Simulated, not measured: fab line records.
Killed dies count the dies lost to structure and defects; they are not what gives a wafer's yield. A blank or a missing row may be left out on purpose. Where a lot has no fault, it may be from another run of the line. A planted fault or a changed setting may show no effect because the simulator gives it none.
Matching of chambers || flow n5 finfet || rie diel-06 running N5_BEOL_M0_CUTY_DESCUM_61: 4 sister chambers
The step chemistry O2, time 7.9 s. 4 wafers are shown with their chamber, then 7 later ones without.

WAFERS, EACH WITH ITS CHAMBER
{"wafer": "L079.1", "chamber": 1, "showerhead plenum p Torr (Torr)": 2.05}
{"wafer": "L090.6", "chamber": 0, "showerhead plenum p Torr (Torr)": 2.20}
{"wafer": "L092.1", "chamber": 2, "showerhead plenum p Torr (Torr)": 1.99}
{"wafer": "L092.2", "chamber": 3, "showerhead plenum p Torr (Torr)": 2.19}

WAFERS WITH NO CHAMBER GIVEN
{"wafer": "L092.4", "showerhead plenum p Torr (Torr)": 2.20}
{"wafer": "L095.2", "showerhead plenum p Torr (Torr)": 2.18}
{"wafer": "L095.4", "showerhead plenum p Torr (Torr)": 1.99}
{"wafer": "L095.5", "showerhead plenum p Torr (Torr)": 1.99}
{"wafer": "L094.1", "showerhead plenum p Torr (Torr)": 2.18}
{"wafer": "L094.3", "showerhead plenum p Torr (Torr)": 1.99}
{"wafer": "L094.6", "showerhead plenum p Torr (Torr)": 2.04}

WHICH CHAMBER EACH WENT THROUGH
{"wafer": "L092.4", "from the rows above": "can't be placed: 0 or 3", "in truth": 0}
{"wafer": "L095.2", "from the rows above": "can't be placed: 3 or 0", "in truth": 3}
{"wafer": "L095.4", "from the rows above": 2, "in truth": 2}
{"wafer": "L095.5", "from the rows above": 2, "in truth": 2}
{"wafer": "L094.1", "from the rows above": "can't be placed: 3 or 0", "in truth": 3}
{"wafer": "L094.3", "from the rows above": 2, "in truth": 2}
{"wafer": "L094.6", "from the rows above": 1, "in truth": 1}
Correctly placed: 4 of 7. Cannot be placed on the basis of these rows: 3; the candidates contain the true chamber in 3. 0 placed wrongly.
How it was worked out, from the rows above alone: a wafer's distance from a chamber is the root of the sum, over the readings, of the square of ((its reading less the chamber's mean) divided by the reading's scatter). The wafer belongs to the nearest chamber; if the next one is less than 2 further off, it can't be placed. For every chamber, the mean is computed from those of its wafers that are shown. The scatter: root of mean squared gap, hidden wafer to nearest shown wafer, with one shown wafer a chamber.
